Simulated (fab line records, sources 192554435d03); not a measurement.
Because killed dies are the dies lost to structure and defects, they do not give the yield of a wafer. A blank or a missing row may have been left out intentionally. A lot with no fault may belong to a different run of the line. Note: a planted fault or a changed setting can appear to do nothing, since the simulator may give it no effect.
fab line records + flow n5-finfet
record
- lots=7
- wafers=39
route steps=1938 shown WELL_APT@48 FIN_SAQP@108 DUMMY_GATE@220 SD_EPI_N@288 SD_ACTIVATION@330 MOL_CONTACT_COAG@624
start-h: hours from the record's opening day to when the first of the lot's shown wafers began + wait-h: how many hours have passed since the lot's step before this one + " unchanged from the row above + L1.1+2: several wafers, shown together as one row + - no value present, or no start provided + * or withheld: withheld + < > ~ a bound
route shown NAME@n: NAME is a module with steps in the file, n the number in the route of the first one + usual: average and standard deviation across the fault-free wafers + same: alike in all rows + chamber/n: place in a boat + sites: the reading at each site + _std_site: standard deviation of those values + _edge_site: the outer-site mean with the inner-site mean subtracted + radius-mm: how far each site lies from the wafer's centre + mask NAME#n: copy n + behind: tool/chamber where the wafer was last shaped + hold: the reason the lot was held/the length of the hold in hours/how it ended + device: whichever transistor did not switch (one of n, p or np) + end of line: the same wafers' tests at the end of the route + step lacking rows: just its recipe + killed: the dies lost at the first sort to structure and to defects; this is not the yield of the wafer + map: dies across one wafer; x = killed, . = not, _ = none there
set.NAME: the run value of the setting; set.NAME@STEP: its run value at that earlier step + model.NAME: the simulator's own value behind a step, which no gauge read
one table per step and one row per wafer, for lots whose settings were changed on purpose
## steps
# step N5_WELL_APT_IMPLANT_32
# recipe
- species=BF2
- energy-kev=50
- dose-cm2=2e+13
- tilt-deg=0
- rotation-deg=0
| lot.wafer        | tool         | chamber | start-h | wait-h | set.energy-kev | model.implant.rp-nm | model.implant.drp-nm |
|------------------|--------------|---------|---------|--------|----------------|---------------------|----------------------|
| L077.1+2+3       | implanter-01 | 0       | 33.45   | 0.1    | 50             | 38.65               | 18.55                |
| L077.4+5+6       | "            | 0       | "       | "      | 47.59          | 36.81               | 17.91                |
| L083.1+3+5       | implanter-02 | 0       | 69.58   | 0.1    | 50             | 37.93               | 18.55                |
| L084.1+2+3+4+5+6 | implanter-01 | 0       | 75.46   | 0.1    | 50             | 38.27               | 18.55                |
| L090.1+4+5       | implanter-02 | 0       | 111.34  | 0.1    | 50             | 37.76               | 18.55                |
| L090.2+3+6       | "            | 0       | "       | "      | 53.97          | 40.73               | 19.61                |
| L092.1+5+6       | implanter-01 | 0       | 123.37  | 0.1    | 54.3           | 40.12               | 19.7                 |
| L092.2+3+4       | "            | 0       | "       | "      | 50             | 36.97               | 18.55                |
| L096.1+3+4       | implanter-01 | 0       | 147.17  | 0.1    | 50             | 37.25               | 18.55                |
| L096.2+5+6       | "            | 0       | "       | "      | 55.47          | 41.29               | 20.01                |
| L097.1+5+6       | implanter-02 | 0       | 154.45  | 0.1    | 57.96          | 43.74               | 20.67                |
| L097.2+3+4       | "            | 0       | "       | "      | 50             | 37.78               | 18.55                |
# step N5_FIN_SAQP_EXPOSE_13
# recipe
- mask-id=FIN_CORE
- na=1.35
- source-shape=dipole
- sigma-inner=0.538
- sigma-outer=0.738
- polarization=te
- target-cd-nm=35.6
- dose-mj=63.25
| lot.wafer        | tool            | chamber | start-h | wait-h | mask       | set.dose-mj |
|------------------|-----------------|---------|---------|--------|------------|-------------|
| L077.1+2+4       | arfi-scanner-03 | 0       | 39.91   | -      | FIN_CORE#0 | 65.34       |
| L077.3+5+6       | "               | 0       | "       | "      | FIN_CORE#0 | 63.25       |
| L083.1+3+5       | arfi-scanner-01 | 0       | 75.42   | -      | FIN_CORE#0 | 63.25       |
| L084.1+5+6       | arfi-scanner-01 | 0       | 82.02   | -      | FIN_CORE#0 | 64.85       |
| L084.2+3+4       | "               | 0       | "       | "      | FIN_CORE#0 | 63.25       |
| L090.1+2+6       | arfi-scanner-02 | 0       | 117.82  | -      | FIN_CORE#0 | 63.25       |
| L090.3+4+5       | "               | 0       | "       | "      | FIN_CORE#0 | 59.45       |
| L092.1+2+3+4+5+6 | arfi-scanner-03 | 0       | 129.50  | -      | FIN_CORE#0 | 63.25       |
| L096.1+2+6       | arfi-scanner-03 | 0       | 153.08  | -      | FIN_CORE#0 | 63.25       |
| L096.3+4+5       | "               | 0       | "       | "      | FIN_CORE#0 | 67.41       |
| L097.1+4+6       | arfi-scanner-01 | 0       | 163.99  | -      | FIN_CORE#0 | 63.25       |
| L097.2+3+5       | "               | 0       | "       | "      | FIN_CORE#0 | 59.36       |
# step N5_FIN_SAQP_PEB_14
# recipe
- peb-temp-c=withheld
- peb-time-s=60
- resist=CAR-ArF
# step N5_FIN_SAQP_DEVELOP_15
# recipe
- develop-time-s=30
- developer=TMAH
- resist=CAR-ArF
- dev-temp-c=23
- rinse-liquid=diw
- dry=air-spin
# step N5_FIN_SAQP_CD_MEAS_16
# recipe
- target-cd-nm=35.6
- landing-energy-ev=500
- detector=se-inlens
# usual
- cd-nm=35.6/0.36
| lot.wafer | tool      | chamber | start-h | wait-h | set.dose-mj@FIN_SAQP_EXPOSE_13 | cd-nm |
|-----------|-----------|---------|---------|--------|--------------------------------|-------|
| L077.1    | cd-sem-01 | 0       | 40.04   | -      | 65.34                          | 35.0  |
| L077.2    | "         | 0       | "       | "      | 65.34                          | 35.1  |
| L077.3    | "         | 0       | "       | "      | 63.25                          | 35.2  |
| L077.4    | "         | 0       | "       | "      | 65.34                          | 35.1  |
| L077.5    | "         | 0       | "       | "      | 63.25                          | 35.8  |
| L077.6    | "         | 0       | "       | "      | 63.25                          | 35.1  |
| L083.1    | cd-sem-03 | 0       | 75.55   | -      | 63.25                          | 35.4  |
| L083.3    | "         | 0       | "       | "      | 63.25                          | 35.7  |
| L083.5    | "         | 0       | "       | "      | 63.25                          | 35.9  |
| L084.1    | cd-sem-01 | 0       | 82.14   | -      | 64.85                          | 34.9  |
| L084.2    | "         | 0       | "       | "      | 63.25                          | 35.8  |
| L084.3    | "         | 0       | "       | "      | 63.25                          | 35.3  |
| L084.4    | "         | 0       | "       | "      | 63.25                          | 35.7  |
| L084.5    | "         | 0       | "       | "      | 64.85                          | 34.5  |
| L084.6    | "         | 0       | "       | "      | 64.85                          | 34.5  |
| L090.1    | cd-sem-02 | 0       | 117.95  | -      | 63.25                          | 35.6  |
| L090.2    | "         | 0       | "       | "      | 63.25                          | 35.4  |
| L090.3    | "         | 0       | "       | "      | 59.45                          | 36.7  |
| L090.4    | "         | 0       | "       | "      | 59.45                          | 37.2  |
| L090.5    | "         | 0       | "       | "      | 59.45                          | 37.0  |
| L090.6    | "         | 0       | "       | "      | 63.25                          | 35.1  |
| L092.1    | cd-sem-02 | 0       | 129.63  | -      | 63.25                          | 35.6  |
| L092.2    | "         | 0       | "       | "      | 63.25                          | 35.9  |
| L092.3    | "         | 0       | "       | "      | 63.25                          | 35.8  |
| L092.4    | "         | 0       | "       | "      | 63.25                          | 35.2  |
| L092.5    | "         | 0       | "       | "      | 63.25                          | 35.5  |
| L092.6    | "         | 0       | "       | "      | 63.25                          | 35.5  |
| L096.1    | cd-sem-03 | 0       | 153.21  | -      | 63.25                          | 35.9  |
| L096.2    | "         | 0       | "       | "      | 63.25                          | 36.1  |
| L096.3    | "         | 0       | "       | "      | 67.41                          | 33.8  |
| L096.4    | "         | 0       | "       | "      | 67.41                          | 34.1  |
| L096.5    | "         | 0       | "       | "      | 67.41                          | 33.5  |
| L096.6    | "         | 0       | "       | "      | 63.25                          | 36.2  |
| L097.1    | cd-sem-03 | 0       | 164.11  | -      | 63.25                          | 34.9  |
| L097.2    | "         | 0       | "       | "      | 59.36                          | 37.1  |
| L097.3    | "         | 0       | "       | "      | 59.36                          | 36.7  |
| L097.4    | "         | 0       | "       | "      | 63.25                          | 35.9  |
| L097.5    | "         | 0       | "       | "      | 59.36                          | 36.5  |
| L097.6    | "         | 0       | "       | "      | 63.25                          | 35.0  |
# step N5_DUMMY_GATE_HM_DEP_06
# recipe
- material=SiNx
- target-thk-a=800
- precursor=DCS/NH3
- temp-c=700
- pressure-mtorr=300
- time-s=5141
| lot.wafer    | tool     | chamber | start-h | wait-h | set.target-thk-a | model.SiNx_of_DUMMY_GATE_HM_DEP_06.thk-nm |
|--------------|----------|---------|---------|--------|------------------|-------------------------------------------|
| L077.1+4+5   | -        | -       | -       | 0.0    | 763.4            | 77.6                                      |
| L077.2       | "        | -       | "       | "      | 763.4            | 77.4                                      |
| L077.3+6     | "        | -       | "       | "      | 763.4            | 77                                        |
| L083.1       | lpcvd-02 | 0/65    | 95.33   | 0.0    | 800              | 79.4                                      |
| L083.3       | "        | 0/75    | "       | "      | 800              | 80.6                                      |
| L083.5       | "        | 0/84    | "       | "      | 800              | 79.8                                      |
| L084.1       | -        | -       | -       | 0.0    | 800              | 80.4                                      |
| L084.2       | "        | -       | "       | "      | 800              | 80.6                                      |
| L084.3       | "        | -       | "       | "      | 800              | 80.8                                      |
| L084.4       | "        | -       | "       | "      | 800              | 80                                        |
| L084.5+6     | "        | -       | "       | "      | 800              | 80.2                                      |
| L090.1+3     | -        | -       | -       | 0.0    | 800              | 79.2                                      |
| L090.2+4     | "        | -       | "       | "      | 800              | 79                                        |
| L090.5+6     | "        | -       | "       | "      | 800              | 79.6                                      |
| L092.1       | -        | -       | -       | 0.0    | 760.6            | 75.6                                      |
| L092.2       | "        | -       | "       | "      | 760.6            | 76.4                                      |
| L092.3       | "        | -       | "       | "      | 760.6            | 76.2                                      |
| L092.4+6     | "        | -       | "       | "      | 760.6            | 75.8                                      |
| L092.5       | "        | -       | "       | "      | 760.6            | 75.2                                      |
| L096.1+2+3+5 | -        | -       | -       | 0.0    | 865.5            | 86.8                                      |
| L096.4       | "        | -       | "       | "      | 865.5            | 86.4                                      |
| L096.6       | "        | -       | "       | "      | 865.5            | 86.6                                      |
| L097.1       | -        | -       | -       | 0.0    | 800              | 80.4                                      |
| L097.2+3+6   | "        | -       | "       | "      | 800              | 79.8                                      |
| L097.4       | "        | -       | "       | "      | 800              | 79.4                                      |
| L097.5       | "        | -       | "       | "      | 800              | 79.6                                      |
# step N5_SD_EPI_N_EPI_21
# recipe
- material=Si:P
- dopant=P
- temp-c=680
- pressure-torr=255
- time-s=690
| lot.wafer    | tool         | chamber | start-h | wait-h | set.pressure-torr | model.Si-P_of_SD_EPI_N_EPI_21.thk-nm |
|--------------|--------------|---------|---------|--------|-------------------|--------------------------------------|
| L077.1+4+5+6 | epi-rpcvd-02 | 0       | 70.41   | 0.1    | 281               | 61                                   |
| L077.2       | "            | 0       | "       | "      | 281               | 61.2                                 |
| L077.3       | "            | 0       | "       | "      | 281               | 60.4                                 |
| L083.1+3     | epi-rpcvd-04 | 0       | 103.95  | 0.2    | 255               | 59.6                                 |
| L083.5       | "            | 0       | 105.44  | 1.5    | 255               | 59.8                                 |
| L084.1+2+6   | epi-rpcvd-04 | 0       | 111.64  | 0.1    | 302.6             | 64.2                                 |
| L084.3       | "            | 0       | "       | "      | 302.6             | 63.4                                 |
| L084.4       | "            | 0       | "       | "      | 302.6             | 64.8                                 |
| L084.5       | "            | 0       | "       | "      | 302.6             | 64.6                                 |
| L090.1+6     | epi-rpcvd-04 | 0       | 146.88  | 0.2    | 275.2             | 61.4                                 |
| L090.2       | "            | 0       | "       | "      | 275.2             | 61                                   |
| L090.3       | "            | 0       | "       | "      | 275.2             | 60.8                                 |
| L090.4       | "            | 0       | "       | "      | 275.2             | 61.8                                 |
| L090.5       | "            | 0       | "       | "      | 275.2             | 61.2                                 |
| L092.1+2     | epi-rpcvd-04 | 0       | 158.04  | 0.1    | 282.4             | 62                                   |
| L092.3       | "            | 0       | "       | "      | 282.4             | 62.2                                 |
| L092.4       | "            | 0       | "       | "      | 282.4             | 61.6                                 |
| L092.5+6     | "            | 0       | "       | "      | 282.4             | 61.8                                 |
| L096.1       | epi-rpcvd-03 | 0       | 183.61  | 0.2    | 276.2             | 61.6                                 |
| L096.2       | "            | 0       | "       | "      | 276.2             | 62.4                                 |
| L096.3       | "            | 0       | "       | "      | 276.2             | 62.6                                 |
| L096.4       | "            | 0       | "       | "      | 276.2             | 61.4                                 |
| L096.5       | "            | 0       | "       | "      | 276.2             | 62                                   |
| L096.6       | "            | 0       | "       | "      | 276.2             | 62.2                                 |
| L097.1       | epi-rpcvd-03 | 0       | 197.94  | 0.2    | 204.7             | 53.8                                 |
| L097.2       | "            | 0       | "       | "      | 204.7             | 54.2                                 |
| L097.3+6     | "            | 0       | "       | "      | 204.7             | 54.4                                 |
| L097.4       | "            | 0       | "       | "      | 204.7             | 54.6                                 |
| L097.5       | "            | 0       | "       | "      | 204.7             | 53.4                                 |
# step N5_SD_EPI_N_PRECLEAN_24
# recipe
- chemistry=O3/DIW
- time-s=60
- temp-c=22
- o3-ppm=10
| lot.wafer    | tool         | chamber | start-h | wait-h | set.pressure-torr@SD_EPI_N_EPI_21 | model.Si-P_of_SD_EPI_N_EPI_21.thk-nm |
|--------------|--------------|---------|---------|--------|-----------------------------------|--------------------------------------|
| L077.1+4+5+6 | wet-bench-06 | 2,7,3,4 | 72.18   | 0.0    | 281                               | 60.6                                 |
| L077.2       | "            | 5       | "       | "      | 281                               | 60.8                                 |
| L077.3       | "            | 6       | "       | "      | 281                               | 60                                   |
| L083.1+3     | wet-bench-05 | 4,1     | 106.26  | 0.0    | 255                               | 59.2                                 |
| L083.5       | "            | 2       | "       | "      | 255                               | 59.4                                 |
| L084.1+2+6   | wet-bench-05 | 3,4,6   | 113.39  | 0.0    | 302.6                             | 63.8                                 |
| L084.3       | "            | 2       | "       | "      | 302.6                             | 63                                   |
| L084.4       | "            | 5       | "       | "      | 302.6                             | 64.4                                 |
| L084.5       | "            | 7       | "       | "      | 302.6                             | 64.2                                 |
| L090.1       | wet-bench-03 | 7       | 149.21  | 0.0    | 275.2                             | 61                                   |
| L090.2       | "            | 5       | "       | "      | 275.2                             | 60.6                                 |
| L090.3       | "            | 4       | "       | "      | 275.2                             | 60.4                                 |
| L090.4       | "            | 6       | "       | "      | 275.2                             | 61.4                                 |
| L090.5+6     | "            | 3,0     | "       | "      | 275.2                             | 60.8                                 |
| L092.1+2     | wet-bench-06 | 0,2     | 159.79  | 0.0    | 282.4                             | 61.6                                 |
| L092.3       | "            | 1       | "       | "      | 282.4                             | 61.8                                 |
| L092.4       | "            | 7       | "       | "      | 282.4                             | 61.2                                 |
| L092.5+6     | "            | 3,6     | "       | "      | 282.4                             | 61.4                                 |
| L096.1       | wet-bench-03 | 0       | 185.92  | 0.0    | 276.2                             | 61.2                                 |
| L096.2       | "            | 6       | "       | "      | 276.2                             | 62                                   |
| L096.3       | "            | 7       | "       | "      | 276.2                             | 62.2                                 |
| L096.4       | "            | 1       | "       | "      | 276.2                             | 61                                   |
| L096.5       | "            | 3       | "       | "      | 276.2                             | 61.6                                 |
| L096.6       | "            | 2       | "       | "      | 276.2                             | 61.8                                 |
| L097.1       | wet-bench-05 | 5       | 200.25  | 0.0    | 204.7                             | 53.6                                 |
| L097.2+3+6   | "            | 0,7,2   | "       | "      | 204.7                             | 54                                   |
| L097.4       | "            | 6       | "       | "      | 204.7                             | 54.2                                 |
| L097.5       | "            | 1       | "       | "      | 204.7                             | 53                                   |
# step N5_SD_EPI_N_SRD_25
# recipe
- time-s=30
- temp-c=23
- rinse-liquid=diw
- dry=ipa-marangoni
# step N5_SD_EPI_N_PRECLEAN_49
# recipe
- chemistry=NF3:NH3
- afs-cycles=1
- temp-c=30
- time-s=20
- sublimation-temp-c=180
- sublimation-time-s=60
- pressure-torr=3
- rf-power-w=30
# step N5_SD_ACTIVATION_RTA_00
# recipe
- temp-c=975
- time-s=0
- ambient=N2
- idle-temp-c=600
- ramp-up-c-per-s=150
- ramp-down-c-per-s=60
- cool-to-c=600
# step N5_SD_ACTIVATION_LSA_01
# recipe
- temp-c=1080
- time-s=0.0008
- ambient=N2
# step N5_SD_ACTIVATION_RS_MEAS_03
# recipe
- thk-meas-gauge=four-point-probe
# usual
- RS_SD_N=21.9/0.31
- RS_SD_P=55.9/0.96
| lot.wafer | tool          | chamber | start-h | wait-h | set.pressure-torr@SD_EPI_N_EPI_21 | RS_SD_N[ohm/sq] | RS_SD_P[ohm/sq] |
|-----------|---------------|---------|---------|--------|-----------------------------------|-----------------|-----------------|
| L077.1    | film-metro-02 | -       | 77.41   | 0.2    | 281                               | 21.1            | 57.3            |
| L077.2    | "             | -       | "       | "      | 281                               | 21.1            | 57.3            |
| L077.3    | "             | -       | "       | "      | 281                               | 21.3            | 57.2            |
| L077.4    | "             | -       | "       | "      | 281                               | 20.9            | 57.4            |
| L077.5    | "             | -       | "       | "      | 281                               | 21.1            | 57.3            |
| L077.6    | "             | -       | "       | "      | 281                               | 21.2            | 57.1            |
| L083.1    | film-metro-02 | -       | 111.74  | 0.2    | 255                               | 21.7            | 56.3            |
| L083.3    | "             | -       | "       | "      | 255                               | 21.5            | 56.4            |
| L083.5    | "             | -       | "       | "      | 255                               | 21.5            | 55.4            |
| L084.1    | film-metro-01 | -       | 118.59  | 0.2    | 302.6                             | 19.8            | 56.0            |
| L084.2    | "             | -       | "       | "      | 302.6                             | 19.9            | 56.9            |
| L084.3    | "             | -       | "       | "      | 302.6                             | 19.9            | 56.1            |
| L084.4    | "             | -       | "       | "      | 302.6                             | 19.4            | 57.0            |
| L084.5    | "             | -       | "       | "      | 302.6                             | 19.5            | 56.5            |
| L084.6    | "             | -       | "       | "      | 302.6                             | 19.7            | 56.0            |
| L090.1    | film-metro-01 | -       | 155.15  | 0.2    | 275.2                             | 21.0            | 55.6            |
| L090.2    | "             | -       | "       | "      | 275.2                             | 20.9            | 55.8            |
| L090.3    | "             | -       | "       | "      | 275.2                             | 21.2            | 56.8            |
| L090.4    | "             | -       | "       | "      | 275.2                             | 20.8            | 55.1            |
| L090.5    | "             | -       | "       | "      | 275.2                             | 20.8            | 55.8            |
| L090.6    | "             | -       | "       | "      | 275.2                             | 21.0            | 56.0            |
| L092.1    | film-metro-01 | -       | 167.13  | 0.2    | 282.4                             | 20.6            | 56.7            |
| L092.2    | "             | -       | "       | "      | 282.4                             | 20.7            | 56.9            |
| L092.3    | "             | -       | "       | "      | 282.4                             | 20.7            | 56.6            |
| L092.4    | "             | -       | "       | "      | 282.4                             | 20.9            | 56.2            |
| L092.5    | "             | -       | "       | "      | 282.4                             | 20.9            | 56.7            |
| L092.6    | "             | -       | "       | "      | 282.4                             | 20.9            | 56.1            |
| L096.1    | film-metro-02 | -       | 191.97  | 0.2    | 276.2                             | 20.9            | 54.3            |
| L096.2    | "             | -       | "       | "      | 276.2                             | 20.8            | 55.0            |
| L096.3    | "             | -       | "       | "      | 276.2                             | 20.6            | 55.0            |
| L096.4    | "             | -       | "       | "      | 276.2                             | 20.9            | 55.2            |
| L096.5    | "             | -       | "       | "      | 276.2                             | 20.8            | 55.1            |
| L096.6    | "             | -       | "       | "      | 276.2                             | 20.6            | 54.0            |
| L097.1    | film-metro-01 | -       | 206.81  | 0.2    | 204.7                             | 24.2            | 56.1            |
| L097.2    | "             | -       | "       | "      | 204.7                             | 24.1            | 55.8            |
| L097.3    | "             | -       | "       | "      | 204.7                             | 24.2            | 55.9            |
| L097.4    | "             | -       | "       | "      | 204.7                             | 24.0            | 56.2            |
| L097.5    | "             | -       | "       | "      | 204.7                             | 24.5            | 56.1            |
| L097.6    | "             | -       | "       | "      | 204.7                             | 24.2            | 55.5            |
# step N5_MOL_CONTACT_COAG_CVD_140
# recipe
- material=W
- target-thk-a=665
- mode=selective-fill
- temp-c=300
- time-s=215
| lot.wafer  | tool     | chamber | start-h | wait-h | set.target-thk-a | model.W_of_MOL_CONTACT_COAG_CVD_140.thk-nm |
|------------|----------|---------|---------|--------|------------------|--------------------------------------------|
| L077.1+6   | cvd-w-02 | 1       | 123.68  | 0.1    | 665              | 66.4                                       |
| L077.2     | "        | 0       | "       | "      | 719.6            | 71.6                                       |
| L077.3     | "        | 0       | "       | "      | 665              | 66.8                                       |
| L077.4     | "        | 1       | "       | "      | 719.6            | 72.6                                       |
| L077.5     | "        | 0       | "       | "      | 719.6            | 72.2                                       |
| L083.1     | cvd-w-01 | 1       | 155.79  | 0.1    | 665              | 66.2                                       |
| L083.3     | "        | 0       | "       | "      | 665              | 66.6                                       |
| L083.5     | "        | 1       | "       | "      | 665              | 66                                         |
| L084.1+6   | cvd-w-02 | 0       | 159.27  | 0.1    | 665              | 66.2                                       |
| L084.2+5   | "        | 1       | "       | "      | 709.6            | 71.8                                       |
| L084.3     | "        | 0       | "       | "      | 709.6            | 71.2                                       |
| L084.4     | "        | 1       | "       | "      | 665              | 66.8                                       |
| L090.1     | cvd-w-02 | 1       | 199.99  | 0.1    | 665              | 66                                         |
| L090.2     | "        | 1       | "       | "      | 690.6            | 69.6                                       |
| L090.3     | "        | 1       | "       | "      | 665              | 67                                         |
| L090.4     | "        | 1       | "       | "      | 690.6            | 70                                         |
| L090.5     | "        | 1       | "       | "      | 690.6            | 69.8                                       |
| L090.6     | "        | 1       | "       | "      | 665              | 66.8                                       |
| L092.1+3+6 | cvd-w-02 | 1       | 211.39  | 0.1    | 665              | 67.2                                       |
| L092.2+4   | "        | 0       | "       | "      | 665              | 66.6                                       |
| L092.5     | "        | 0       | "       | "      | 665              | 66.2                                       |
| L096.1     | cvd-w-01 | 0       | 231.45  | 0.1    | 665              | 66.2                                       |
| L096.2     | "        | 1       | "       | "      | 665              | 67                                         |
| L096.3     | "        | 1       | "       | "      | 593.4            | 60                                         |
| L096.4     | "        | 0       | "       | "      | 593.4            | 60.2                                       |
| L096.5     | "        | 1       | "       | "      | 665              | 66.8                                       |
| L096.6     | "        | 0       | "       | "      | 593.4            | 59.8                                       |
| L097.1     | cvd-w-02 | 0       | 249.35  | 0.1    | 665              | 67.2                                       |
| L097.2     | "        | 1       | "       | "      | 665              | 67.6                                       |
| L097.3+5   | "        | 0       | "       | "      | 665              | 66.6                                       |
| L097.4     | "        | 1       | "       | "      | 665              | 67.4                                       |
| L097.6     | "        | 1       | "       | "      | 665              | 66.4                                       |
## key
split
- step=N5_WELL_APT_IMPLANT_32
- setting=energy-kev
- stated=50
- by=wafer
response
- step=N5_WELL_APT_IMPLANT_32
- reading=model.implant.rp-nm
- change=+0.372
- per=1%
- r=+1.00
response
- step=N5_WELL_APT_IMPLANT_32
- reading=model.implant.drp-nm
- change=+0.133
- per=1%
- r=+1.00
split
- step=N5_FIN_SAQP_EXPOSE_13
- setting=dose-mj
- stated=63.25
- by=wafer
response
- step=N5_FIN_SAQP_CD_MEAS_16
- reading=cd-nm
- change=-0.279
- per=1%
- r=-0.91
split
- step=N5_DUMMY_GATE_HM_DEP_06
- setting=target-thk-a
- stated=800
- by=lot
response
- step=N5_DUMMY_GATE_HM_DEP_06
- reading=model.SiNx_of_DUMMY_GATE_HM_DEP_06.thk-nm
- change=+0.78
- per=1%
- r=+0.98
split
- step=N5_SD_EPI_N_EPI_21
- setting=pressure-torr
- stated=255
- by=lot
response
- step=N5_SD_EPI_N_EPI_21
- reading=model.Si-P_of_SD_EPI_N_EPI_21.thk-nm
- change=+0.256
- per=1%
- r=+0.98
response
- step=N5_SD_EPI_N_PRECLEAN_24
- reading=model.Si-P_of_SD_EPI_N_EPI_21.thk-nm
- change=+0.254
- per=1%
- r=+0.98
response
- step=N5_SD_ACTIVATION_RS_MEAS_03
- reading=RS_SD_N
- change=-0.114
- per=1%
- r=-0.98
split
- step=N5_MOL_CONTACT_COAG_CVD_140
- setting=target-thk-a
- stated=665
- by=wafer
response
- step=N5_MOL_CONTACT_COAG_CVD_140
- reading=model.W_of_MOL_CONTACT_COAG_CVD_140.thk-nm
- change=+0.678
- per=1%
- r=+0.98
